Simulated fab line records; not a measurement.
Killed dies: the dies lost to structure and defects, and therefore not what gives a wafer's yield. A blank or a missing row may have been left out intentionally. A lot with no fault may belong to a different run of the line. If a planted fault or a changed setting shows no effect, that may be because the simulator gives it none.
fab line records	flow n5_finfet
record lots=5	wafers=15	last_day=16
route steps=1938 shown MOL_CONTACT_COAG@598 BEOL_M0_SAQP@632 PASSIVATION@1936
lots that met no fault: from a run of the same line without faults
start_h: hours from the record's opening day to when the first of the lot's shown wafers began	wait_h: hours since the lot's step before	" unchanged from the row above	L1.1+2: several wafers, shown together as one row	- no value, or no start was given	* or withheld: withheld	< > ~ a bound
route shown NAME@n: NAME is a module with steps in the file, n the number in the route of the first one	usual: mean/standard deviation taken from wafers without a fault	same: alike in all rows	chamber/n: place in a boat	sites: readings site by site	_std_site: standard deviation across them	_edge_site: mean of outer sites minus mean of inner sites	radius_mm: for every site, how far away it sits from the centre of the wafer	mask NAME#n: copy n	behind: the tool/chamber that last shaped the wafer	hold: why the lot was held/for how many hours/how that ended	device: names the non-switching transistor (n, p or np)	end of line: the route-end tests of the same wafers	where a step has no rows: the recipe by itself	killed: not the wafer's yield, but the dies lost to structure and defects at the first sort	map: per-die view of a wafer (x killed, . not killed, _ where there is no die)
set.NAME: setting as actually run; set.NAME@STEP: the setting as run at that earlier step	model.NAME: the simulator's own value behind a step, which no gauge read
lots at selected steps of the route; one table per step, one row per wafer
services: a tool's chamber out of use, with start hour (start_h, from the record's first day; less than 0 if before it), hours out, and reason
## steps
# step N5_MOL_CONTACT_COAG_SOFTBAKE_35
# recipe temp_c=110	time_s=60	resist=CAR-EUV
# step N5_MOL_CONTACT_COAG_EXPOSE_37
# recipe mask_id=VD	na=0.33	source_shape=annular	sigma_inner=0.3	sigma_outer=0.7	polarization=unpolarized	defocus_nm=0	dose_mj=62
# step N5_MOL_CONTACT_COAG_PEB_38
# recipe peb_temp_c=100	peb_time_s=60	resist=CAR-EUV
# step N5_MOL_CONTACT_COAG_DEVELOP_39
# recipe develop_time_s=30	developer=TMAH	resist=CAR-EUV	rinse_liquid=surfactant_rinse	dry=air_spin	dev_temp_c=23
# step N5_MOL_CONTACT_COAG_DESCUM_45
# recipe chemistry=O2	time_s=7	source_power_w=50	bias_power_w=20	pressure_mtorr=20	rf_frequency_hz=2.712e+07	temp_c=40	resist=CAR-EUV	o2_flow_sccm=225
# step N5_MOL_CONTACT_COAG_ETCH_65
# recipe chemistry=N2/H2	target=underlayer	target_depth_a=130	mask_material=CAR-EUV	time_s=10.4	ion_energy_ev=200	pressure_mtorr=30	source_w=840	bias_w=150	n2_flow_sccm=200	h2_flow_sccm=200	ends=cleared
# step N5_MOL_CONTACT_COAG_ETCH_66
# recipe chemistry=CF4	target=SiARC	target_depth_a=130	mask_material=CAR-EUV	time_s=21.7	ion_energy_ev=80	pressure_mtorr=40	source_w=545	bias_w=36	Ar_flow_sccm=100	cf4_flow_sccm=100	ends=cleared
# step N5_MOL_CONTACT_COAG_ALD_133
# recipe material=SiO2	target_thk_a=50	temp_c=100	ald_precursor_family=BDEAS	ald_co_reactant=O2-plasma	pulse_time_s=1	co_reactant_pulse_time_s=1	purge_time_s=2	co_reactant_purge_time_s=2	ald_cycles=35	pressure_torr=2
# step N5_MOL_CONTACT_COAG_ETCHBACK_134
# recipe chemistry=CHF3	target=SiO2	target_depth_a=100	time_s=6.7	ion_energy_ev=200	pressure_mtorr=30	source_w=610	bias_w=170	Ar_flow_sccm=200	CHF3_flow_sccm=50
# step N5_MOL_CONTACT_COAG_ETCH_67
# recipe chemistry=N2/H2	target=SOC	target_depth_a=600	overetch_a=210	mask_material=SiARC	temp_c=40	time_s=101.2	ion_energy_ev=200	pressure_mtorr=30	source_w=840	bias_w=150	n2_flow_sccm=200	h2_flow_sccm=200
# usual drypump_motor_current_A=5.6/0.46	oes_product_au=0.67/0.08	rf_vpp_V=524.7/2.7	showerhead_plenum_p_Torr=2.58/0.098	throttle_valve_pct=17.86/0.28
lot.wafer	tool	chamber	start_h	wait_h	drypump_motor_current_A	oes_product_au	rf_hours_counter_h	rf_vpp_V	showerhead_plenum_p_Torr	throttle_valve_pct
L371.1	rie_diel-06	2	105.17	0.0	5.1	0.61	165	520.0	2.43	18.15
L371.2	"	0	"	"	5.8	0.58	206	522.8	2.52	18.24
L371.6	"	2	"	"	5.1	0.62	-	521.4	2.43	18.15
L373.2	rie_diel-05	3	118.85	0.0	4.8	0.61	172	526.2	2.65	17.89
L373.5	"	1	"	"	5.2	0.72	-	525.0	2.59	18.07
L373.6	"	0	"	"	5.9	0.83	-	522.6	2.49	17.42
L383.4	rie_diel-05	2	179.54	0.0	5.6	0.75	12	527.9	2.72	17.59
L383.5	"	1	"	"	5.2	0.69	-	525.4	2.58	18.11
L383.6	"	0	"	"	5.9	0.75	-	522.4	2.48	17.45
L384.3	rie_diel-05	1	184.10	0.0	5.2	0.69	79	524.6	2.58	18.11
L384.4	"	0	"	"	5.9	0.76	26	520.8	2.48	17.46
L384.5	"	3	"	"	4.9	0.59	-	524.4	2.64	17.95
L390.2	rie_diel-05	1	219.17	0.0	5.2	0.68	92	524.1	2.58	18.13
L390.3	"	2	"	"	5.6	0.74	25	527.8	2.71	17.61
L390.5	"	3	"	"	4.9	0.59	-	524.7	2.63	17.96
# step N5_MOL_CONTACT_COAG_STRIP_68
# recipe chemistry=N2/H2	temp_c=40	n2_flow_sccm=200	h2_flow_sccm=200	rf_frequency_hz=6e+07
# step N5_MOL_CONTACT_COAG_STRIP_69
# recipe chemistry=N2/H2	temp_c=40	n2_flow_sccm=200	h2_flow_sccm=200	rf_frequency_hz=6e+07
# step N5_MOL_CONTACT_COAG_ETCHBACK_136
# recipe chemistry=CHF3	target=SiO2	target_depth_a=250	time_s=16.7	ion_energy_ev=200	pressure_mtorr=30	source_w=610	bias_w=170	Ar_flow_sccm=200	CHF3_flow_sccm=50
# step N5_MOL_CONTACT_COAG_STRIP_120
# recipe chemistry=CHF3	resist=SiARC	rf_frequency_hz=6e+07
# step N5_MOL_CONTACT_COAG_VIA_ETCH_117
# recipe chemistry=C4F6/O2	target_depth_a=400	overetch_a=80	mask_material=SOC	target=SiO2	bias_w=455	pressure_mtorr=10	time_s=26	source_w=325	Ar_flow_sccm=300	C4F6_flow_sccm=10	O2_flow_sccm=10	ion_energy_ev=575.3	ends=end_point
# step N5_MOL_CONTACT_COAG_ETCH_124
# recipe chemistry=CH3F/O2	target=SiNx	target_depth_a=65	mask_material=SOC	stop_on=SiOC	over_etch_frac=0.3	ion_energy_ev=120	pressure_mtorr=30	source_w=395	bias_w=73	Ar_flow_sccm=150	CH3F_flow_sccm=30	O2_flow_sccm=20	ends=end_point
# step N5_MOL_CONTACT_COAG_ETCH_48
# recipe chemistry=C4F6/O2	target_depth_a=150	overetch_a=45	mask_material=SOC	target=SiOC	bias_w=465	pressure_mtorr=10	time_s=17	source_w=335	Ar_flow_sccm=300	C4F6_flow_sccm=10	O2_flow_sccm=10	ion_energy_ev=576
# step N5_MOL_CONTACT_COAG_STRIP_72
# recipe chemistry=N2/H2	power_w=450	temp_c=40	pressure_mtorr=20	rf_frequency_hz=6e+07	overash_fraction=3	bias_power_w=7	h2_frac=0.5	n2_flow_sccm=200	h2_flow_sccm=200
# step N5_MOL_CONTACT_COAG_STRIP_49
# recipe chemistry=N2/H2	time_s=30	power_w=1000	temp_c=250	pressure_mtorr=withheld	n2_flow_sccm=1750	h2_flow_sccm=3250
# step N5_MOL_CONTACT_COAG_PRECLEAN_138
# recipe chemistry=alkaline_clean	temp_c=60	time_s=60	do_ppb=50
# step N5_MOL_CONTACT_COAG_SRD_139
# recipe dry=ipa_marangoni	time_s=30	temp_c=23	rinse_liquid=diw
# step N5_MOL_CONTACT_COAG_PRE_CLEAN_121
# recipe gas=H2/He	time_s=*	temp_c=withheld
# step N5_MOL_CONTACT_COAG_CVD_140
# recipe material=W	target_thk_a=665	mode=selective_fill	temp_c=300	time_s=215
# step N5_MOL_CONTACT_COAG_PRECLEAN_127
# recipe chemistry=DIW	time_s=57.5	temp_c=23
# step N5_MOL_CONTACT_COAG_SRD_128
# recipe dry_time_s=32	dry=n2_spin	spin_rpm=1500
# step N5_MOL_CONTACT_COAG_CMP_52
# recipe stop_on=SiO2	t_overpolish_s=1.5	post_cmp_clean=w_dilute_nh4oh	down_force_psi=4	platen_rpm=50.289	pad_velocity_m_s=1.0006	target_thk_nm=66.5
# step N5_MOL_CONTACT_COAG_ANNEAL_112
# recipe temp_c=400	time_s=1800	ambient=HPD2	pressure_atm=10
# step N5_BEOL_M0_SAQP_PECVD_00
# recipe material=SiCN	target_thk_a=80	temp_c=withheld	precursor=3MS/NH3	pressure_torr=3	rf_w=202	time_s=14
# step N5_BEOL_M0_SAQP_ILD_DEP_01
# recipe material=SiOC	target_thk_a=454.19	temp_c=350	precursor=DEMS/O2	pressure_torr=5	rf_w=500	time_s=8.7
# step N5_BEOL_M0_SAQP_HM_DEP_02
# recipe material=TiN	target_thk_a=120	temp_c=25	chamber_pressure_pa=0.49996
# step N5_BEOL_M0_SAQP_PECVD_03
# recipe material=SiCN	target_thk_a=120	temp_c=withheld	precursor=3MS/NH3	pressure_torr=3	rf_w=202	time_s=21.1
# step N5_BEOL_M0_SAQP_PECVD_96
# recipe material=a-Si	target_thk_a=450	temp_c=350	precursor=SiH4/He	pressure_torr=3	rf_w=100	time_s=45.2
# step N5_BEOL_M0_SAQP_PECVD_97
# recipe material=SiNx	target_thk_a=230	temp_c=350	precursor=SiH4/NH3/N2	pressure_torr=1.5	rf_w=300	time_s=19.9
# step N5_BEOL_M0_SAQP_PECVD_04
# recipe material=a-Si	target_thk_a=600	temp_c=350	precursor=SiH4/He	pressure_torr=3	rf_w=100	time_s=60.2
# step N5_PASSIVATION_PROBE_49
# usual defect_limited_yield=91.7/1.5	killed_at_M0_to_M3=30/8.6	killed_at_M4_up=12/4.5	killed_at_contacts=13/5.8	killed_at_front_end=38/11	killed_at_other=4/3	killed_dies=97/17	killed_on_rim=13/3.6	killed_open=63/12	killed_short=32/8.8	sort_bin_5_function=4.8/0.91	sort_bin_6_memory=3.1/0.68	sort_n_pass=1083/17	sort_yield_pct=91.7/1.5
# same gross_dies=1180	killed_at_back_side=0	sort_bin_4_leakage[%]=0	sort_bin_8_speed[%]=0
lot.wafer	tool	chamber	start_h	wait_h	defect_limited_yield[%]	killed_at_M0_to_M3	killed_at_M4_up	killed_at_contacts	killed_at_front_end	killed_at_other	killed_dies	killed_on_rim	killed_open	killed_short	sort_bin_5_function[%]	sort_bin_6_memory[%]	sort_n_pass	sort_yield_pct[%]
L383.4	prober-02	-	349.54	0.2	77.6	42	15	171	34	2	264	25	69	33	13.3	4.4	916	77.6
L383.5	prober-02	-	349.59	0.2	86.4	24	10	79	46	2	161	37	49	40	7.9	2.8	1019	86.4
L383.6	prober-02	-	349.64	0.3	80.6	38	11	128	48	4	229	34	75	40	10.6	4.5	951	80.6
L384.3	prober-02	-	363.53	0.1	88.6	16	13	81	19	5	134	26	42	20	6.5	1.9	1046	88.6
L384.4	prober-02	-	363.58	0.2	84.6	25	10	121	26	0	182	28	53	16	8.6	3.1	998	84.6
L384.5	prober-02	-	363.63	0.2	84.7	20	6	133	19	2	180	24	49	10	9.1	2.1	1000	84.7
L390.2	prober-02	-	391.06	0.1	85.3	24	11	70	56	13	174	34	58	50	7.9	4.3	1006	85.3
L390.3	prober-02	-	391.11	0.1	81.1	26	11	152	27	7	223	17	53	18	11.5	3.5	957	81.1
L390.5	prober-02	-	391.21	0.2	82.5	20	9	121	52	5	207	29	60	25	9.6	3.2	973	82.5
# killed by level:class
L383.4 MOL_CONTACT_COAG:unspecified=161 BEOL_M2:geometric_particle:open=9 FIN_SAQP:geometric_particle:open=8 MOL_CONTACT_COAG:geometric_particle:open=8 BEOL_M0_SAQP:geometric_particle:open=7 BEOL_M4:geometric_particle:open=7 FIN_SAQP:geometric_particle:short=6 BEOL_M1:geometric_particle:open=6
L383.5 MOL_CONTACT_COAG:unspecified=68 FIN_SAQP:geometric_particle:short=10 MOL_CONTACT_COAG:geometric_particle:open=10 GATE_CUT:geometric_particle:short=9 STI_FIN_REVEAL:geometric_particle:open=8 BEOL_M3:geometric_particle:open=6 BEOL_M0_SAQP:geometric_particle:short=5 GATE_CUT:geometric_particle:open=4
L383.6 MOL_CONTACT_COAG:unspecified=111 GATE_CUT:geometric_particle:short=17 BEOL_M2:geometric_particle:open=17 MOL_CONTACT_COAG:geometric_particle:open=14 GATE_CUT:geometric_particle:open=9 BEOL_M4:geometric_particle:open=7 FIN_SAQP:geometric_particle:open=6 FIN_SAQP:geometric_particle:short=4
L384.3 MOL_CONTACT_COAG:unspecified=71 MOL_CONTACT_COAG:geometric_particle:open=8 BEOL_M0_SAQP:geometric_particle:open=6 BEOL_M3:geometric_particle:open=5 BEOL_M6:geometric_particle:open=5 FIN_SAQP:geometric_particle:short=4 BEOL_M0_SAQP:geometric_particle:short=4 GATE_CUT:geometric_particle:open=3
L384.4 MOL_CONTACT_COAG:unspecified=112 MOL_CONTACT_COAG:geometric_particle:open=8 BEOL_M1:geometric_particle:open=6 BEOL_M0_SAQP:geometric_particle:open=5 BEOL_M6:geometric_particle:open=5 STARTING-WAFER:geometric_particle:short=5 BEOL_M3:geometric_particle:open=4 STARTING-WAFER:geometric_particle:open=4
L384.5 MOL_CONTACT_COAG:unspecified=121 MOL_CONTACT_COAG:geometric_particle:open=10 BEOL_M3:geometric_particle:open=8 STI_FIN_REVEAL:geometric_particle:open=6 BEOL_M0_SAQP:geometric_particle:open=6 FIN_SAQP:geometric_particle:open=4 BEOL_M2:geometric_particle:open=4 STARTING-WAFER:geometric_particle:open=4
L390.2 MOL_CONTACT_COAG:unspecified=64 STI_FIN_REVEAL:geometric_particle:open=13 FIN_SAQP:geometric_particle:short=11 FIN_SAQP:geometric_particle:open=9 STI_FIN_REVEAL:geometric_particle:short=7 BEOL_M0_SAQP:geometric_particle:short=7 MOL_CONTACT_COAG:geometric_particle:open=5 BEOL_M0_SAQP:geometric_particle:open=5
L390.3 MOL_CONTACT_COAG:unspecified=148 FIN_SAQP:geometric_particle:open=8 STI_FIN_REVEAL:geometric_particle:open=5 BEOL_M0_SAQP:geometric_particle:short=5 BEOL_M2:geometric_particle:open=5 GATE_CUT:geometric_particle:open=4 MOL_CONTACT_COAG:geometric_particle:open=4 BEOL_M0_SAQP:geometric_particle:open=4
L390.5 MOL_CONTACT_COAG:unspecified=119 STI_FIN_REVEAL:geometric_particle:open=14 FIN_SAQP:geometric_particle:open=9 BEOL_M0:geometric_particle:open=7 GATE_CUT:geometric_particle:short=6 BEOL_M3:geometric_particle:open=5 FIN_SAQP:geometric_particle:short=4 GATE_CUT:geometric_particle:open=4
# map L383.4 (x killed, . not)
_________________............________________
______________.x....x.x.....xx.._____________
___________x.....x.................__________
__________...x.............x....x..._________
________.........x..x................x_______
_______..xx.xx....x.x...x....x.........______
______xxxxx..x....x............xx......._____
_____xxxxxxxxx.x.xx.x........x.x..xx.....____
____xxxxxxxxxxx..xx..................xx...___
___xxxxxxxxxxxxxx................x.........__
___xxxxxxxxxxxxxx.x.x.....x........x.......__
__xxxxxxxxxxxxxxx.x....x.................x.._
__xxxxxxxxxxxxxxxxx.................x......._
_xxxxxxxxxxxxxxxx.x.................xx.......
_..x.xxxxxxxxxxx...............x..x..........
_...xxxxxxxxxxxxx.................x..........
_.xxx..xxxxxxx..xx........x..x....x..........
_....xxxxxxxx.x......x.......................
_.....x..xxx..x....................x...x..x..
_.............................x..x......x....
_........x......x............x...x...x.x.x..x
__....x......x.........................x...._
__..................x....x...........x......_
___......x...x.............................__
___...............x............x....x.xx...__
____........x.x..............x....x......x___
_____..xx.............x....xx............____
______...........x...x.................._____
_______.x...xx...xx....................______
________.....................x..x....._______
__________......x..x.x...x......x..._________
___________.......x................__________
______________....x.........xx.._____________
_________________...........x________________
# map L384.4 (x killed, . not)
_________________.....x......________________
______________.................._____________
___________...x..........x....x.x..__________
__________.........................._________
________....x.........x.......x......._______
_______...........x.....x..............______
______..........x................x......_____
_____............................xxx.....____
____......x...............................___
___x.......................x.....x.........__
___..........x....................x........__
__....x...................................x._
__....x.......x..................xx........._
_......................x.......x.x.x........x
_.xxxxxx...................................x.
_xxxxxxxx..............x...............x.....
_xxxxxxxxxxx...x..............x.............x
_xxxxxxxxxxx.................................
_xxxxxxxxxxx...x.......x....................x
_xxxxxxxxxxx..x.xx..................x........
_xxxxxxxxxxx........x.................x.x....
__xxxxxxxxxxx..............x................_
__xxxxxxxxxxx........................x..x..._
___xxxxxxxx...............x................__
___xxxxxxx.x.......................x.......__
____xxxxx....x......x.......x.............___
_____xx.....x.x..........................____
______.x................................_____
_______..........x..............x......______
________....x....x.............x..x..._______
__________.........................._________
___________........................__________
______________..x..........x...._____________
_________________.........x..________________
## services
tool	chamber	start_h	hours	kind
rie_diel-05	3	85.44	2.8	repair
rie_diel-05	0	97.85	-	clean
rie_diel-05	0	97.85	-	consumable_replace:focus_ring
rie_diel-05	0	97.85	20.0	scheduled_down
rie_diel-05	0	97.85	20.0	vent_cycle
rie_diel-06	1	99.50	6.9	repair
rie_diel-05	2	118.45	-	clean
rie_diel-05	2	118.45	-	consumable_replace:focus_ring
rie_diel-05	2	118.45	-	consumable_replace:showerhead
rie_diel-05	2	118.45	17.9	scheduled_down
rie_diel-05	2	118.45	17.9	vent_cycle
rie_diel-06	1	170.03	-	clean
rie_diel-06	1	170.03	-	consumable_replace:focus_ring
rie_diel-06	1	170.03	-	consumable_replace:showerhead
rie_diel-06	1	170.03	12.2	scheduled_down
rie_diel-06	1	170.03	12.2	vent_cycle
rie_diel-06	0	200.31	15.8	repair
## key
first_sign step=N5_PASSIVATION_PROBE_49	reading=killed_at_contacts	direction=up	sigmas=18	usual=13	struck=117
effect step=N5_PASSIVATION_PROBE_49	reading=defect_limited_yield	direction=down	sigmas=5.6	usual=91.7	struck=83.5
more_kills_born_at N5_MOL_CONTACT_COAG_ETCH_67@rie_diel-05=975
met_at N5_MOL_CONTACT_COAG_ETCH_67
struck_wafers L383.4,L383.5,L383.6,L384.3,L384.4,L384.5,L390.2,L390.3,L390.5
onset_between 118.85 179.54
also_fits time
fault kind=chamber_particle_source	tool=rie_diel-05	chamber=-	onset_h=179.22	steps=N5_MOL_CONTACT_COAG_ETCH_67	rate_per_visit_cm2=2.2218	end_h=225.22
